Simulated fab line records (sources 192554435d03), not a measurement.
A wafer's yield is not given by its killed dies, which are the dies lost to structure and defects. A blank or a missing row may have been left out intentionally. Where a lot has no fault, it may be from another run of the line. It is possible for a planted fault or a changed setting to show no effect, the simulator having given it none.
fab line records -- flow n5-finfet
record lots=13, wafers=39, last-day=18
route steps=1938 shown BEOL_M3@998 PASSIVATION@1910
lots that met no fault: taken from a fault-free run of the same line
start-h: hours from the record's first day to the start of the lot's first wafer shown -- wait-h: time in hours since the lot's previous step -- " repeats the value in the row above -- L1.1+2: a single row standing in for several wafers -- - either no value or no given start -- * or withheld: withheld -- < > ~ a bound
route shown NAME@n: a module of which the file shows steps, and the number in the route of the first -- usual: average and standard deviation across the fault-free wafers -- same: alike in all rows -- chamber/n: place in a boat -- sites: per-site readings -- _std_site: how widely they spread, as a standard deviation -- _edge_site: mean of outer sites minus mean of inner sites -- radius-mm: how far each site lies from the wafer's centre -- mask NAME#n: copy n -- behind: the most recent tool/chamber to have shaped the wafer -- hold: why the lot was held/for how many hours/how that ended -- device: the n, p or np transistor that did not switch -- end of line: the tests these same wafers got at the end of their route -- step lacking rows: just its recipe -- killed: the dies lost at the first sort to structure and to defects; this is not the yield of the wafer -- map: the dies of a wafer, with x for killed, . for not killed, _ for no die there
set.NAME: the setting as run; set.NAME@STEP: as run at that earlier step -- model.NAME: the simulator's own value behind a step, which no gauge read
the route's steps for a sample of lots (tables are steps, rows are wafers)
services: a tool's chamber out of use, with start hour (start-h, from the record's first day; less than 0 if before it), hours out, and reason
## steps
# step N5_BEOL_M3_SPUTTER_81
# recipe material=Cu, target-thk-a=45, temp-c=-20, chamber-pressure-pa=0.07, power-w=withheld, time-s=8.29
# usual throttle-valve-pct=30.0/1.1
# same time-s=8.29
lot.wafer,tool,chamber,start-h,wait-h,throttle-valve-pct
L958.3,pvd-sputter-01,-,161.61,0.1,28.9
L958.4,pvd-sputter-01,-,161.61,0.1,30.2
L958.6,pvd-sputter-01,-,161.61,0.1,30.2
L960.2,pvd-sputter-02,-,178.39,0.1,27.7
L960.3,pvd-sputter-02,-,178.39,0.1,31.0
L960.5,pvd-sputter-02,-,178.39,0.1,30.9
L961.1,pvd-sputter-03,-,180.72,0.1,29.9
L961.3,pvd-sputter-03,-,180.72,0.1,29.2
L961.5,pvd-sputter-03,-,180.72,0.1,29.1
L962.1,pvd-sputter-03,-,185.68,0.1,31.0
L962.3,pvd-sputter-03,-,185.68,0.1,29.4
L962.6,pvd-sputter-03,-,185.68,0.1,30.2
L963.3,pvd-sputter-03,-,190.78,0.1,30.0
L963.4,pvd-sputter-03,-,190.78,0.1,29.2
L963.5,pvd-sputter-03,-,190.78,0.1,29.1
L964.1,pvd-sputter-03,-,196.82,0.1,30.5
L964.3,pvd-sputter-03,-,196.82,0.1,31.2
L964.5,pvd-sputter-03,-,196.82,0.1,29.1
L965.2,pvd-sputter-03,-,198.96,0.1,30.2
L965.4,pvd-sputter-03,-,198.96,0.1,31.2
L965.6,pvd-sputter-03,-,198.96,0.1,29.2
L966.3,pvd-sputter-03,-,213.31,0.1,31.2
L966.5,pvd-sputter-03,-,213.31,0.1,31.1
L966.6,pvd-sputter-03,-,213.31,0.1,30.3
L969.2,pvd-sputter-01,-,226.04,0.1,30.5
L969.3,pvd-sputter-01,-,226.04,0.1,29.9
L969.6,pvd-sputter-01,-,226.04,0.1,29.8
L976.3,pvd-sputter-03,-,277.59,0.1,30.1
L976.5,pvd-sputter-03,-,277.59,0.1,31.2
L976.6,pvd-sputter-03,-,277.59,0.1,30.5
L978.1,pvd-sputter-03,-,280.73,0.1,30.9
L978.3,pvd-sputter-03,-,280.73,0.1,30.4
L978.4,pvd-sputter-03,-,280.73,0.1,29.4
L979.2,pvd-sputter-03,-,282.65,0.1,28.9
L979.3,pvd-sputter-03,-,282.65,0.1,31.3
L979.4,pvd-sputter-03,-,282.65,0.1,30.2
L981.2,pvd-sputter-01,-,299.38,0.1,30.2
L981.4,pvd-sputter-01,-,299.38,0.1,29.4
L981.5,pvd-sputter-01,-,299.38,0.1,29.5
# step N5_PASSIVATION_ETCH_59
# recipe chemistry=Cl2/BCl3, target=TaN, target-depth-a=650, time-s=34.9, ion-energy-ev=100, pressure-mtorr=10, icp-w=900, bias-w=100, Cl2_flow_sccm=60, bcl3-flow-sccm=30
# usual drypump-motor-current-A=5.7/0.54, oes-product-au=0.80/0.043, throttle-valve-pct=21.12/0.15
# same time-s=34.9
lot.wafer,tool,chamber,start-h,wait-h,drypump-motor-current-A,oes-product-au,rf-hours-counter-h,throttle-valve-pct
L958.3,rie-metal-03,0,275.81,0.2,6.3,0.85,-,20.88
L958.4,rie-metal-03,1,275.81,0.2,5.5,0.87,-,21.02
L958.6,rie-metal-03,1,275.81,0.2,5.5,0.87,-,21.04
L960.2,rie-metal-02,0,305.30,0.3,4.8,0.77,47,21.05
L960.3,rie-metal-02,0,305.30,0.3,4.8,0.77,-,21.05
L960.5,rie-metal-02,0,305.30,0.3,4.8,0.77,-,21.07
L962.1,rie-metal-01,1,305.54,0.3,5.6,0.73,54,21.21
L962.3,rie-metal-01,1,305.54,0.3,5.6,0.73,-,21.20
L962.6,rie-metal-01,0,305.54,0.3,6.3,0.83,-,21.23
L964.1,rie-metal-02,0,310.75,0.3,4.8,0.77,48,21.05
L964.3,rie-metal-02,1,310.75,0.3,5.3,0.79,-,21.38
L964.5,rie-metal-02,1,310.75,0.3,5.2,0.79,-,21.36
L961.1,rie-metal-01,0,312.58,0.3,6.4,0.83,22,21.22
L961.3,rie-metal-01,0,312.58,0.3,6.3,0.83,-,21.23
L961.5,rie-metal-01,1,312.58,0.3,5.6,0.73,-,21.19
L963.3,rie-metal-03,0,313.17,0.2,6.3,0.83,-,20.90
L963.4,rie-metal-03,1,313.17,0.2,5.5,0.85,-,21.05
L963.5,rie-metal-03,1,313.17,0.2,5.5,0.86,-,21.06
L965.2,rie-metal-02,0,313.93,0.3,4.8,0.76,49,21.07
L965.4,rie-metal-02,1,313.93,0.3,5.2,0.79,-,21.38
L965.6,rie-metal-02,0,313.93,0.3,4.8,0.76,-,21.07
L966.3,rie-metal-03,1,317.01,0.2,5.4,0.85,-,21.04
L966.5,rie-metal-03,1,317.01,0.2,5.5,0.85,-,21.03
L966.6,rie-metal-03,0,317.01,0.2,6.3,0.82,-,20.92
L969.2,rie-metal-03,1,337.86,0.3,5.5,0.84,20,21.05
L969.3,rie-metal-03,0,337.86,0.3,6.3,0.83,-,20.90
L969.6,rie-metal-03,1,337.86,0.3,5.5,0.84,-,21.06
L978.1,rie-metal-03,0,392.48,0.3,6.3,0.81,43,20.90
L978.3,rie-metal-03,1,392.48,0.3,5.5,0.83,-,21.05
L978.4,rie-metal-03,0,392.48,0.3,6.3,0.82,-,20.92
L979.2,rie-metal-03,1,396.68,0.3,5.5,0.82,26,21.06
L979.3,rie-metal-03,0,396.68,0.3,6.3,0.81,-,20.92
L979.4,rie-metal-03,1,396.68,0.3,5.5,0.82,-,21.05
L976.3,rie-metal-03,0,397.86,0.2,6.3,0.82,-,20.90
L976.5,rie-metal-03,1,397.86,0.2,5.4,0.83,-,21.06
L976.6,rie-metal-03,0,397.86,0.2,6.2,0.81,-,20.92
L981.2,rie-metal-01,1,421.82,0.3,5.6,0.71,65,21.20
L981.4,rie-metal-01,0,421.82,0.3,6.4,0.81,-,21.23
L981.5,rie-metal-01,0,421.82,0.3,6.4,0.81,-,21.22
# step N5_PASSIVATION_PROBE_49
# usual defect-limited-yield=91.3/1.4, killed_at_M0_to_M3=33/10, killed_at_M4_up=15/6.1, killed-at-contacts=12/6.7, killed-at-front-end=39/11, killed-at-other=4/3.3, killed-dies=103/16, killed-on-rim=14/4, killed-open=68/12, killed-short=34/7.2, sort_bin_5_function=5.1/0.88, sort_bin_6_memory=3.3/0.67, sort-n-pass=1077/16, sort-yield-pct=91.3/1.4
# same gross-dies=1180, killed-at-back-side=0, sort_bin_4_leakage[%]=0, sort_bin_8_speed[%]=0
lot.wafer,tool,chamber,start-h,wait-h,defect-limited-yield[%],killed_at_M0_to_M3,killed_at_M4_up,killed-at-contacts,killed-at-front-end,killed-at-other,killed-dies,killed-on-rim,killed-open,killed-short,sort_bin_5_function[%],sort_bin_6_memory[%],sort-n-pass,sort-yield-pct[%]
L958.3,prober-01,-,281.82,0.1,91.8,24,7,9,53,4,97,11,63,33,4.8,3.0,1083,91.8
L958.4,prober-01,-,281.87,0.2,92.3,27,17,16,30,1,91,7,59,31,4.3,2.8,1089,92.3
L958.6,prober-01,-,281.97,0.3,94.1,9,6,11,40,4,70,8,44,25,3.1,2.6,1110,94.1
L961.1,prober-02,-,316.95,0.0,93.2,24,6,13,30,7,80,12,52,28,3.4,3.2,1100,93.2
L961.3,prober-02,-,317.05,0.1,91.3,31,10,10,50,2,103,14,70,32,5.3,3.4,1077,91.3
L961.5,prober-02,-,317.15,0.2,92.1,33,12,7,39,2,93,15,71,22,4.2,3.4,1087,92.1
L963.3,prober-02,-,317.58,0.1,92.4,30,17,11,28,4,90,9,67,21,4.7,2.8,1090,92.4
L963.4,prober-02,-,317.63,0.2,88.7,46,12,19,48,8,133,20,85,45,6.4,4.5,1047,88.7
L963.5,prober-02,-,317.68,0.2,91.1,20,14,25,45,1,105,10,69,36,5.4,3.3,1075,91.1
L966.3,prober-02,-,321.52,0.1,90.2,37,12,12,55,0,116,20,73,41,6.0,3.5,1064,90.2
L966.5,prober-02,-,321.62,0.2,91.4,25,10,11,50,5,101,7,58,40,5.0,3.3,1079,91.4
L969.2,prober-02,-,342.73,0.1,91.5,19,20,26,30,5,100,19,71,29,4.7,3.6,1080,91.5
L969.3,prober-02,-,342.78,0.1,89.7,23,22,25,43,9,122,21,86,36,6.1,4.0,1058,89.7
L969.6,prober-02,-,342.93,0.3,91.4,13,21,18,38,11,101,11,74,26,5.3,2.9,1079,91.4
L978.1,prober-01,-,396.77,0.0,89.6,42,14,17,49,1,123,16,75,47,5.9,4.2,1057,89.6
L978.3,prober-01,-,396.87,0.1,91.0,49,11,12,30,4,106,12,72,33,5.8,3.0,1074,91.0
L978.4,prober-01,-,396.92,0.2,84.7,91,21,10,54,4,180,30,76,42,9.7,4.0,1000,84.7
L979.2,prober-01,-,401.23,0.1,87.5,72,19,11,42,3,147,36,54,28,8.1,2.7,1033,87.5
L979.3,prober-01,-,401.28,0.1,88.3,38,23,16,53,8,138,24,96,41,6.1,5.1,1042,88.3
L979.4,prober-01,-,401.33,0.2,89.6,33,18,14,56,2,123,15,76,38,4.9,4.6,1057,89.6
L976.3,prober-02,-,402.31,0.1,89.8,47,16,10,46,1,120,20,87,33,5.2,4.7,1060,89.8
L976.5,prober-02,-,402.41,0.2,87.8,54,17,17,45,11,144,14,90,54,6.7,5.0,1036,87.8
L976.6,prober-02,-,402.46,0.3,87.7,65,19,12,35,14,145,21,96,48,6.8,5.1,1035,87.7
# killed by level:class
L958.3 FIN_SAQP:geometric-particle:open=20 FIN_SAQP:geometric-particle:short=14 MOL_CONTACT_COAG:geometric-particle:open=6 BEOL_M3:geometric-particle:open=6 DUMMY_GATE:geometric-particle:open=5 BEOL_M0_SAQP:geometric-particle:open=4 BEOL_M1:geometric-particle:open=4 BEOL_M2:geometric-particle:open=4
L958.4 MOL_CONTACT_COAG:geometric-particle:open=16 FIN_SAQP:geometric-particle:short=7 BEOL_M3:geometric-particle:open=6 DUMMY_GATE:geometric-particle:open=5 BEOL_M1:geometric-particle:open=5 FIN_SAQP:geometric-particle:open=4 BEOL_M3:geometric-particle:short=4 STI_FIN_REVEAL:geometric-particle:open=3
L958.6 FIN_SAQP:geometric-particle:open=9 ILD0:geometric-particle:short=8 MOL_CONTACT_COAG:geometric-particle:open=8 FIN_SAQP:geometric-particle:short=7 STI_FIN_REVEAL:geometric-particle:open=4 DUMMY_GATE:geometric-particle:open=3 MOL_CONTACT_COAG:geometric-particle:short=3 BEOL_M0_SAQP:geometric-particle:open=3
L961.1 MOL_CONTACT_COAG:geometric-particle:open=11 FIN_SAQP:geometric-particle:open=7 FIN_SAQP:geometric-particle:short=7 BEOL_M1:geometric-particle:open=6 BEOL_M2:geometric-particle:open=5 STI_FIN_REVEAL:geometric-particle:open=4 ILD0:geometric-particle:short=4 BEOL_M3:geometric-particle:open=4
L961.3 FIN_SAQP:geometric-particle:open=14 FIN_SAQP:geometric-particle:short=8 MOL_CONTACT_COAG:geometric-particle:open=7 BEOL_M2:geometric-particle:open=7 BEOL_M0:geometric-particle:open=6 ILD0:geometric-particle:open=5 BEOL_M1:geometric-particle:open=5 STARTING-WAFER:geometric-particle:open=5
L961.5 FIN_SAQP:geometric-particle:open=17 DUMMY_GATE:geometric-particle:open=10 BEOL_M2:geometric-particle:open=8 BEOL_M4:geometric-particle:open=6 MOL_CONTACT_COAG:geometric-particle:open=5 BEOL_M0:geometric-particle:open=5 BEOL_M1:geometric-particle:open=5 STI_FIN_REVEAL:geometric-particle:open=4
L963.3 BEOL_M0_SAQP:geometric-particle:open=13 STI_FIN_REVEAL:geometric-particle:open=11 MOL_CONTACT_COAG:geometric-particle:open=9 BEOL_M0_SAQP:geometric-particle:short=9 FIN_SAQP:geometric-particle:open=8 BEOL_M4:geometric-particle:open=5 MIM_TOP:geometric-particle:open=4 FIN_SAQP:geometric-particle:short=3
L963.4 MOL_CONTACT_COAG:geometric-particle:open=17 STI_FIN_REVEAL:geometric-particle:open=16 BEOL_M0_SAQP:geometric-particle:open=16 BEOL_M0_SAQP:geometric-particle:short=15 FIN_SAQP:geometric-particle:open=9 GATE_CUT:geometric-particle:short=6 BEOL_M3:geometric-particle:open=6 STI_FIN_REVEAL:geometric-particle:short=5
L963.5 MOL_CONTACT_COAG:geometric-particle:open=21 STI_FIN_REVEAL:geometric-particle:open=13 FIN_SAQP:geometric-particle:open=5 FIN_SAQP:geometric-particle:short=5 DUMMY_GATE:geometric-particle:open=5 BEOL_M0_SAQP:geometric-particle:short=5 BEOL_M3:geometric-particle:open=4 STI_FIN_REVEAL:geometric-particle:short=4
L966.3 STI_FIN_REVEAL:geometric-particle:open=19 FIN_SAQP:geometric-particle:open=9 MOL_CONTACT_COAG:geometric-particle:open=9 BEOL_M0_SAQP:geometric-particle:short=9 BEOL_M0_SAQP:geometric-particle:open=7 STI_FIN_REVEAL:geometric-particle:short=6 GATE_CUT:geometric-particle:open=6 GATE_CUT:geometric-particle:short=4
L966.5 FIN_SAQP:geometric-particle:short=9 MOL_CONTACT_COAG:geometric-particle:open=9 STI_FIN_REVEAL:geometric-particle:open=7 DUMMY_GATE:geometric-particle:open=6 GATE_CUT:geometric-particle:open=6 BEOL_M0_SAQP:geometric-particle:open=6 BEOL_M0_SAQP:geometric-particle:short=6 BEOL_M4:geometric-particle:open=6
L969.2 MOL_CONTACT_COAG:geometric-particle:open=18 GATE_CUT:geometric-particle:open=8 MOL_CONTACT_COAG:geometric-particle:short=8 GATE_CUT:geometric-particle:short=5 BEOL_M0_SAQP:geometric-particle:short=4 BEOL_M3:geometric-particle:open=4 BEOL_M4:geometric-particle:open=4 BEOL_M5:geometric-particle:open=4
L969.3 MOL_CONTACT_COAG:geometric-particle:open=21 FIN_SAQP:geometric-particle:open=16 BEOL_M4:geometric-particle:open=11 FIN_SAQP:geometric-particle:short=10 BEOL_M3:geometric-particle:open=6 BEOL_M0_SAQP:geometric-particle:open=5 BEOL_M2:geometric-particle:open=5 MOL_CONTACT_COAG:geometric-particle:short=4
L969.6 FIN_SAQP:geometric-particle:open=15 MOL_CONTACT_COAG:geometric-particle:open=14 BEOL_M4:geometric-particle:open=11 FIN_SAQP:geometric-particle:short=8 MIM_TOP_ETCH:geometric-particle:open=5 MOL_CONTACT_COAG:geometric-particle:short=4 BEOL_M3:geometric-particle:open=4 BEOL_M1:geometric-particle:open=3
L978.1 FIN_SAQP:geometric-particle:short=18 MOL_CONTACT_COAG:geometric-particle:open=14 FIN_SAQP:geometric-particle:open=13 BEOL_M3:geometric-particle:open=10 BEOL_M0_SAQP:geometric-particle:short=9 BEOL_M0_SAQP:geometric-particle:open=8 STI_FIN_REVEAL:geometric-particle:open=7 BEOL_M4:geometric-particle:open=6
L978.3 BEOL_M3:geometric-particle:open=15 MOL_CONTACT_COAG:geometric-particle:open=10 BEOL_M1:geometric-particle:open=8 BEOL_M0_SAQP:geometric-particle:open=7 FIN_SAQP:geometric-particle:open=6 STI_FIN_REVEAL:geometric-particle:open=6 FIN_SAQP:geometric-particle:short=5 BEOL_M0_SAQP:geometric-particle:short=5
L978.4 BEOL_M3:unspecified=58 STI_FIN_REVEAL:geometric-particle:open=14 FIN_SAQP:geometric-particle:short=13 BEOL_M4:geometric-particle:open=11 FIN_SAQP:geometric-particle:open=10 BEOL_M3:geometric-particle:open=10 MOL_CONTACT_COAG:geometric-particle:open=7 BEOL_M0_SAQP:geometric-particle:short=7
L979.2 BEOL_M3:unspecified=61 FIN_SAQP:geometric-particle:open=13 BEOL_M4:geometric-particle:open=13 FIN_SAQP:geometric-particle:short=8 MOL_CONTACT_COAG:geometric-particle:open=7 STARTING-WAFER:geometric-particle:open=5 STI_FIN_REVEAL:geometric-particle:open=4 MOL_CONTACT_COAG:geometric-particle:short=4
L979.3 FIN_SAQP:geometric-particle:open=13 MOL_CONTACT_COAG:geometric-particle:open=9 FIN_SAQP:geometric-particle:short=8 BEOL_M2:geometric-particle:open=8 BEOL_M1:geometric-particle:open=8 STI_FIN_REVEAL:geometric-particle:open=7 MOL_CONTACT_COAG:geometric-particle:short=7 BEOL_M0_SAQP:geometric-particle:open=7
L979.4 FIN_SAQP:geometric-particle:open=19 BEOL_M0_SAQP:geometric-particle:short=11 FIN_SAQP:geometric-particle:short=10 MOL_CONTACT_COAG:geometric-particle:open=10 BEOL_M0_SAQP:geometric-particle:open=10 BEOL_M4:geometric-particle:open=10 HKMG_FIN:area-etch=8 BEOL_M3:geometric-particle:open=6
L976.3 BEOL_M0_SAQP:geometric-particle:open=15 STI_FIN_REVEAL:geometric-particle:open=13 FIN_SAQP:geometric-particle:short=10 FIN_SAQP:geometric-particle:open=10 BEOL_M3:geometric-particle:open=10 BEOL_M0_SAQP:geometric-particle:short=9 MOL_CONTACT_COAG:geometric-particle:open=8 BEOL_M1:geometric-particle:open=8
L976.5 FIN_SAQP:geometric-particle:short=14 BEOL_M0_SAQP:geometric-particle:short=14 FIN_SAQP:geometric-particle:open=12 BEOL_M3:geometric-particle:open=12 MOL_CONTACT_COAG:geometric-particle:open=12 BEOL_M0_SAQP:geometric-particle:open=10 BEOL_M2:geometric-particle:open=9 MOL_CONTACT_COAG:geometric-particle:short=5
L976.6 BEOL_M0_SAQP:geometric-particle:short=19 BEOL_M0_SAQP:geometric-particle:open=19 BEOL_M3:geometric-particle:open=12 MOL_CONTACT_COAG:geometric-particle:open=11 FIN_SAQP:geometric-particle:open=10 STI_FIN_REVEAL:geometric-particle:open=8 BEOL_M4:geometric-particle:open=7 BEOL_M2:geometric-particle:open=6
## services
tool,chamber,start-h,hours,kind
rie-metal-02,-,142.12,2.8,pm
rie-metal-03,1,162.03,11.1,repair
rie-metal-03,-,169.63,1.4,pm
rie-metal-03,-,171.03,15.6,pm
rie-metal-02,-,196.29,1.2,repair
pvd-sputter-02,-,281.56,1.6,repair
rie-metal-01,-,296.34,2.8,pm
rie-metal-01,0,317.84,18.3,repair
rie-metal-01,-,319.84,1.1,repair
rie-metal-02,1,397.46,4.0,repair
rie-metal-02,0,398.79,20.4,repair
## key
first-sign step=N5_PASSIVATION_PROBE_49, reading=killed_at_M0_to_M3, direction=up, sigmas=4.6, usual=33, struck=82
effect step=N5_PASSIVATION_PROBE_49, reading=defect-limited-yield, direction=down, sigmas=3.7, usual=91.3, struck=86.1
more-kills-born-at N5_BEOL_M3_SPUTTER_81@pvd-sputter-03=119
met-at N5_BEOL_M3_SPUTTER_81
struck-lots L978,L979
struck-wafers L978.4,L979.2
not-acting-at N5_PASSIVATION_ETCH_59
onset-between 198.96 280.73
fault kind=chamber-particle-source, tool=pvd-sputter-03, chamber=-, onset-h=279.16, steps=N5_BEOL_M3_SPUTTER_81, rate-per-visit-cm2=0.77255, end-h=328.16, scope=struck-wafers-only
